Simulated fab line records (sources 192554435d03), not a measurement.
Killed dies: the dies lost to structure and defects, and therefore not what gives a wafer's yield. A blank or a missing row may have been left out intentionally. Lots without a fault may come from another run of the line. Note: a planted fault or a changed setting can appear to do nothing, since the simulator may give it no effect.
fab line records	flow n5-finfet
[record] lots = 15	wafers = 45	last-day = 17
route steps=1938 shown BEOL_M7@1323 BEOL_M8@1342
lots with no fault: from the same line, run without faults
start-h: start of the lot's first displayed wafer, in hours after the record's first day	wait-h: hours since the lot's step before	" same as the row above	L1.1+2: a single row standing in for several wafers	- no value, or no start given	* or withheld: withheld	< > ~ a bound
route shown NAME@n: a module of which the file shows steps, and the number in the route of the first	usual: mean and standard deviation over wafers with no fault	same: alike in all rows	chamber/n: place in a boat	sites: each site's reading	_std_site: how widely they spread, as a standard deviation	_edge_site: outer sites' mean less inner sites'	radius-mm: for every site, how far away it sits from the centre of the wafer	mask NAME#n: copy n	behind: the tool/chamber that last shaped the wafer	hold: what put the lot on hold/how long, in hours/how the hold closed	device: which transistor (n, p or np) failed to switch	end of line: tests run on the same wafers once the route is complete	a step with no rows: only its recipe	killed: dies lost to structure and defects at the first sort, not the wafer's yield	map: the dies of a wafer, with x for killed, . for not killed, _ for no die there
set.NAME: the setting the step ran with; set.NAME@STEP: the setting that earlier step ran with	model.NAME: the simulator's own value behind a step, which no gauge read
a sample of lots followed through the steps of the route, with each step as a table and each wafer as a row
services: a tool's chamber out of use, with start hour (start-h, from the record's first day; less than 0 if before it), hours out, and reason
[[steps]]
[step N5_BEOL_M7_SPUTTER_48]
[recipe] material = Cu	target-thk-a = 100	temp-c = -20	bias-v = 60	power-w = 26000	chamber-pressure-pa = 0.13	time-s = 1.667
[usual] chuck-sensor-temp-C = -15.8/0.38	throttle-valve-pct = 30.2/0.86
lot.wafer	tool	chamber	start-h	wait-h	chuck-sensor-temp-C	throttle-valve-pct
L968.2	pvd-sputter-03	-	193.59	0.1	-16.0	28.9
L968.3	"	-	"	"	-15.8	30.1
L968.4	"	-	"	"	-15.8	31.0
L969.1	pvd-sputter-02	-	213.96	0.1	-16.2	30.3
L969.4	"	-	"	"	-15.5	29.8
L969.5	"	-	"	"	-15.1	29.7
L972.1	pvd-sputter-03	-	218.95	0.1	-15.8	30.2
L972.4	"	-	"	"	-16.2	30.5
L972.5	"	-	"	"	-15.9	30.0
L974.3	pvd-sputter-01	-	231.68	0.1	-15.6	28.9
L974.4	"	-	"	"	-16.5	31.4
L974.5	"	-	"	"	-16.5	31.6
L975.3	pvd-sputter-02	-	241.92	1.4	-15.7	31.2
L975.5	"	-	"	"	-15.6	31.1
L975.6	"	-	"	"	-15.3	29.6
L976.1	pvd-sputter-01	-	244.56	0.1	-15.5	30.9
L976.4	"	-	"	"	-15.5	29.0
L976.6	"	-	"	"	-16.6	31.8
L978.1	pvd-sputter-02	-	276.38	0.1	-15.7	31.4
L978.2	"	-	"	"	-15.3	29.6
L978.6	"	-	"	"	-15.6	31.3
L982.2	pvd-sputter-03	-	280.09	0.2	-16.0	28.5
L982.5	"	-	"	"	-16.3	28.8
L982.6	"	-	"	"	-16.1	30.7
L981.1	pvd-sputter-02	-	286.16	0.1	-15.4	29.5
L981.2	"	-	"	"	-16.2	30.1
L981.3	"	-	"	"	-15.8	31.3
L984.2	pvd-sputter-02	-	294.40	0.1	-15.4	29.2
L984.3	"	-	"	"	-16.2	30.3
L984.6	"	-	"	"	-16.1	30.3
L985.1	pvd-sputter-02	-	294.54	0.1	-15.2	29.4
L985.2	"	-	"	"	-15.7	31.5
L985.3	"	-	"	"	-16.1	30.5
L986.2	pvd-sputter-03	-	312.10	0.1	-16.0	28.6
L986.4	"	-	"	"	-16.1	30.5
L986.5	"	-	"	"	-16.0	31.2
L988.1	pvd-sputter-01	-	327.59	0.2	-15.4	31.0
L988.3	"	-	"	"	-16.4	31.7
L988.4	"	-	"	"	-16.4	31.6
L990.1	pvd-sputter-02	-	336.85	0.1	-15.2	30.0
L990.3	"	-	"	"	-15.1	29.6
L990.6	"	-	"	"	-15.7	31.1
L991.3	pvd-sputter-03	-	344.26	0.2	-15.8	30.4
L991.4	"	-	"	"	-16.1	30.6
L991.6	"	-	"	"	-15.8	30.3
[step N5_BEOL_M7_DEP_56]
[recipe] material = SiCN	target-thk-a = 100	temp-c = withheld	precursor = 3MS/NH3	pressure-torr = 3	rf-w = 202	time-s = 17.5
[usual] showerhead-plenum-p-Torr = 3.667/0.013	throttle-valve-pct = 8.9/0.58
lot.wafer	tool	chamber	start-h	wait-h	showerhead-plenum-p-Torr	since-wet-clean-h	throttle-valve-pct
L968.2	pecvd-01	0	194.45	0.0	3.670	1080	9.4
L968.3	"	1	"	"	3.671	1805	8.8
L968.4	"	2	"	"	3.660	-	8.8
L969.1	pecvd-04	0	214.86	0.0	3.691	737	8.9
L969.4	"	1	"	"	3.661	-	8.1
L969.5	"	1	"	"	3.663	-	8.3
L972.1	pecvd-02	0	220.08	0.0	3.641	924	9.9
L972.4	"	1	"	"	3.661	-	9.4
L972.5	"	0	"	"	3.641	-	10.1
L974.3	pecvd-02	1	233.12	0.0	3.659	1662	9.5
L974.4	"	1	"	"	3.657	-	9.7
L974.5	"	0	"	"	3.634	-	9.9
L975.3	pecvd-01	2	242.96	0.0	3.673	374	8.7
L975.5	"	2	"	"	3.662	-	8.8
L975.6	"	0	"	"	3.672	-	9.7
L976.1	pecvd-02	2	245.42	0.0	3.672	195	8.0
L976.4	"	1	"	"	3.659	-	9.8
L976.6	"	2	"	"	3.673	-	8.3
L978.1	pecvd-04	1	277.71	0.0	3.673	285	8.1
L978.2	"	0	"	"	3.690	800	9.3
L978.6	"	0	"	"	3.683	-	8.7
L982.2	pecvd-02	1	281.17	0.0	3.654	1710	9.6
L982.5	"	1	"	"	3.662	-	9.8
L982.6	"	2	"	"	3.679	-	8.2
L981.1	pecvd-01	0	287.03	0.0	3.671	1172	9.8
L981.2	"	1	"	"	3.674	1897	8.5
L981.3	"	2	"	"	3.667	418	8.7
L984.2	pecvd-01	2	295.92	0.1	3.672	-	8.7
L984.3	"	2	"	"	3.668	-	8.8
L984.6	"	2	"	"	3.662	-	9.0
L985.1	pecvd-04	0	296.27	0.0	3.685	819	9.2
L985.2	"	2	"	"	3.666	65	8.6
L985.3	"	1	"	"	3.669	304	8.2
L986.2	pecvd-02	1	313.91	0.0	3.650	1743	9.8
L986.4	"	0	"	"	3.642	-	10.1
L986.5	"	1	"	"	3.658	-	9.7
L988.1	pecvd-04	0	328.59	0.0	3.687	851	8.9
L988.3	"	2	"	"	3.671	97	8.6
L988.4	"	1	"	"	3.667	-	8.4
L990.1	pecvd-01	2	337.71	0.0	3.674	469	9.1
L990.3	"	0	"	"	3.684	1223	9.6
L990.6	"	2	"	"	3.656	-	8.9
L991.3	pecvd-02	1	345.87	0.0	3.657	1775	9.8
L991.4	"	1	"	"	3.662	-	9.6
L991.6	"	0	"	"	3.641	-	10.1
[step N5_BEOL_M8_EXPOSE_08]
[recipe] mask-id = M8	na = 1.35	source-shape = dipole	sigma-inner = 0.817	sigma-outer = 0.97	polarization = te	dose-mj = 68.25
[usual] dipole-opening-deg = 35/0	exposure-dose-mJ-cm2 = 68.19/0.066	focus-offset-nm = -0.1/0.5	reticle-temp-C = 23.00/0.11	stage-vel-mm-s = 500.05/0.25
lot.wafer	tool	chamber	start-h	wait-h	mask	dipole-opening-deg	exposure-dose-mJ-cm2	focus-offset-nm	reticle-temp-C	stage-vel-mm-s
L968.2	arfi-scanner-03	0	197.08	-	M8#0	35	68.27	-0.3	23.14	500.18
L968.3	"	0	"	"	M8#0	35	68.17	-0.2	23.00	500.39
L968.4	"	0	"	"	M8#0	35	68.16	0.9	23.10	500.02
L969.1	arfi-scanner-03	0	217.60	-	M8#0	35	68.29	0.3	23.10	500.55
L969.4	"	0	"	"	M8#0	35	68.10	0.6	23.00	500.33
L969.5	"	0	"	"	M8#0	35	68.22	-0.2	22.92	500.55
L972.1	arfi-scanner-02	0	221.93	-	M8#0	35	68.21	0.3	22.97	499.99
L972.4	"	0	"	"	M8#0	35	68.04	0.2	23.02	499.83
L972.5	"	0	"	"	M8#0	35	68.15	-0.3	23.03	499.91
L974.3	arfi-scanner-03	0	235.61	-	M8#0	35	68.25	0.3	22.96	500.03
L974.4	"	0	"	"	M8#0	35	68.20	-0.8	22.96	500.47
L974.5	"	0	"	"	M8#0	35	68.13	-0.3	22.92	500.11
L975.3	arfi-scanner-01	0	245.68	-	M8#0	35	68.29	-0.8	22.92	499.85
L975.5	"	0	"	"	M8#0	35	68.20	0.1	23.09	499.64
L975.6	"	0	"	"	M8#0	35	68.27	-0.5	23.09	499.67
L976.1	arfi-scanner-01	0	246.75	-	M8#0	35	68.20	-0.4	22.89	500.22
L976.4	"	0	"	"	M8#0	35	68.27	0.4	23.02	499.85
L976.6	"	0	"	"	M8#0	35	68.27	-0.3	23.05	499.90
L978.1	arfi-scanner-01	-	279.31	-	M8#0	-	-	-	-	-
L978.2	"	-	"	"	M8#0	-	-	-	-	-
L978.6	"	-	"	"	M8#0	-	-	-	-	-
L982.2	arfi-scanner-03	-	283.25	-	M8#0	-	-	-	-	-
L982.5	"	-	"	"	M8#0	-	-	-	-	-
L982.6	"	-	"	"	M8#0	-	-	-	-	-
L981.1	arfi-scanner-02	-	288.76	-	M8#0	-	-	-	-	-
L981.2	"	-	"	"	M8#0	-	-	-	-	-
L981.3	"	-	"	"	M8#0	-	-	-	-	-
L984.2	arfi-scanner-01	0	297.34	-	M8#0	35	68.14	-0.8	23.00	499.93
L984.3	"	0	"	"	M8#0	35	68.18	-1.1	23.03	500.23
L984.6	"	0	"	"	M8#0	35	68.20	-0.6	23.08	500.03
L985.1	arfi-scanner-03	0	297.61	-	M8#0	35	68.10	-0.3	22.83	500.37
L985.2	"	0	"	"	M8#0	35	68.16	-0.3	22.78	500.51
L985.3	"	0	"	"	M8#0	35	68.09	-0.1	22.95	500.08
L986.2	arfi-scanner-01	0	317.81	-	M8#0	35	68.14	0.9	22.97	500.23
L986.4	"	0	"	"	M8#0	35	68.19	-0.2	22.99	500.17
L986.5	"	0	"	"	M8#0	35	68.16	0.0	22.85	500.10
L988.1	arfi-scanner-01	0	330.90	-	M8#0	35	68.20	-1.1	23.04	500.30
L988.3	"	0	"	"	M8#0	35	68.25	0.8	22.94	499.66
L988.4	"	0	"	"	M8#0	35	68.32	-0.4	22.80	499.84
L990.1	arfi-scanner-01	0	339.98	-	M8#0	35	68.20	-0.7	23.01	499.96
L990.3	"	0	"	"	M8#0	35	68.11	0.2	22.85	499.92
L990.6	"	0	"	"	M8#0	35	68.13	0.3	22.97	499.94
L991.3	arfi-scanner-03	0	347.42	-	M8#0	35	68.14	0.1	23.01	499.91
L991.4	"	0	"	"	M8#0	35	68.11	0.2	22.91	500.06
L991.6	"	0	"	"	M8#0	35	68.17	0.0	22.93	499.87
[step N5_BEOL_M8_CD_MEAS_11]
[recipe] target-cd-nm = 38.5	landing-energy-ev = 500	detector = se-inlens	polarity = opening
[usual] cd-nm = 38.4/0.4
lot.wafer	tool	chamber	start-h	wait-h	cd-nm
L968.2	cd-sem-02	0	197.21	-	38.9
L968.3	"	0	"	"	38.4
L968.4	"	0	"	"	38.5
L969.1	cd-sem-01	0	217.73	-	38.2
L969.4	"	0	"	"	38.8
L969.5	"	0	"	"	39.0
L972.1	cd-sem-03	0	222.06	-	37.7
L972.4	"	0	"	"	38.3
L972.5	"	0	"	"	38.3
L974.3	cd-sem-02	0	235.73	-	38.2
L974.4	"	0	"	"	38.6
L974.5	"	0	"	"	38.1
L975.3	cd-sem-03	0	245.80	-	38.3
L975.5	"	0	"	"	38.3
L975.6	"	0	"	"	37.8
L976.1	cd-sem-01	0	246.88	-	38.4
L976.4	"	0	"	"	38.4
L976.6	"	0	"	"	38.5
L978.1	cd-sem-03	0	279.44	-	-
L978.2	"	0	"	"	-
L978.6	"	0	"	"	-
L982.2	cd-sem-01	0	283.37	-	-
L982.5	"	0	"	"	-
L982.6	"	0	"	"	-
L981.1	cd-sem-01	0	288.88	-	-
L981.2	"	0	"	"	-
L981.3	"	0	"	"	-
L984.2	cd-sem-01	0	297.46	-	38.1
L984.3	"	0	"	"	37.8
L984.6	"	0	"	"	38.1
L985.1	cd-sem-01	0	297.74	-	38.9
L985.2	"	0	"	"	38.8
L985.3	"	0	"	"	38.9
L986.2	cd-sem-02	0	317.93	-	38.1
L986.4	"	0	"	"	37.3
L986.5	"	0	"	"	37.9
L988.1	cd-sem-01	0	331.03	-	38.5
L988.3	"	0	"	"	38.4
L988.4	"	0	"	"	38.6
L990.1	cd-sem-01	0	340.11	-	38.4
L990.3	"	0	"	"	38.2
L990.6	"	0	"	"	38.2
L991.3	cd-sem-03	0	347.54	-	38.1
L991.4	"	0	"	"	39.0
L991.6	"	0	"	"	38.3
[[services]]
tool	chamber	start-h	hours	kind
pvd-sputter-03	-	169.70	3.3	repair
pecvd-02	-	189.03	6.0	pm
arfi-scanner-03	-	205.82	4.9	pm
arfi-scanner-01	-	217.86	1.0	pm
arfi-scanner-01	-	219.78	1.3	pm
arfi-scanner-01	-	225.56	3.9	pm
arfi-scanner-01	-	237.44	1.1	repair
arfi-scanner-03	-	244.37	17.3	pm
arfi-scanner-01	-	261.70	1.0	pm
arfi-scanner-03	-	262.09	1.0	pm
arfi-scanner-01	-	262.70	4.9	pm
arfi-scanner-03	-	265.59	1.3	pm
pecvd-02	2	273.24	6.8	repair
arfi-scanner-03	-	276.67	1.9	repair
arfi-scanner-03	-	288.50	3.1	pm
pecvd-01	1	289.93	18.0	repair
pecvd-01	0	293.05	6.1	repair
arfi-scanner-01	-	297.71	0.2	repair
pvd-sputter-01	-	300.26	1.2	repair
pecvd-01	2	315.64	3.9	repair
pecvd-01	-	318.23	0.4	repair
pvd-sputter-01	-	330.77	4.0	repair
arfi-scanner-03	-	339.62	4.7	repair
arfi-scanner-01	-	345.28	1.3	pm
[[key]]
[first-sign] step = N5_BEOL_M8_EXPOSE_08	reading = tool-record	direction = missing
effect none on later readings
met-at N5_BEOL_M8_EXPOSE_08
struck-lots L978,L981,L982
later-rows-left-out L978.1,L978.2,L978.6,L981.1,L981.2,L981.3,L982.2,L982.5,L982.6
sort-left-out L978.1,L978.2,L978.6,L981.1,L981.2,L981.3,L982.2,L982.5,L982.6
not-acting-at N5_BEOL_M7_SPUTTER_48,N5_BEOL_M7_DEP_56,N5_BEOL_M8_CD_MEAS_11
onset-between 246.75 279.31
[fault] kind = skipped-step-whole	tool = arfi-scanner-01,arfi-scanner-02,arfi-scanner-03	chamber = -	onset-h = 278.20	steps = N5_BEOL_M8_EXPOSE_08	scope = struck-lots-only
// sort-left-out: the simulated sort isn't trusted on such a fault, so these wafers' sort isn't shown, and their yield isn't known
// later-rows-left-out: the simulator's readings of these wafers behind a module that went badly wrong aren't trusted and aren't shown, but for the sort
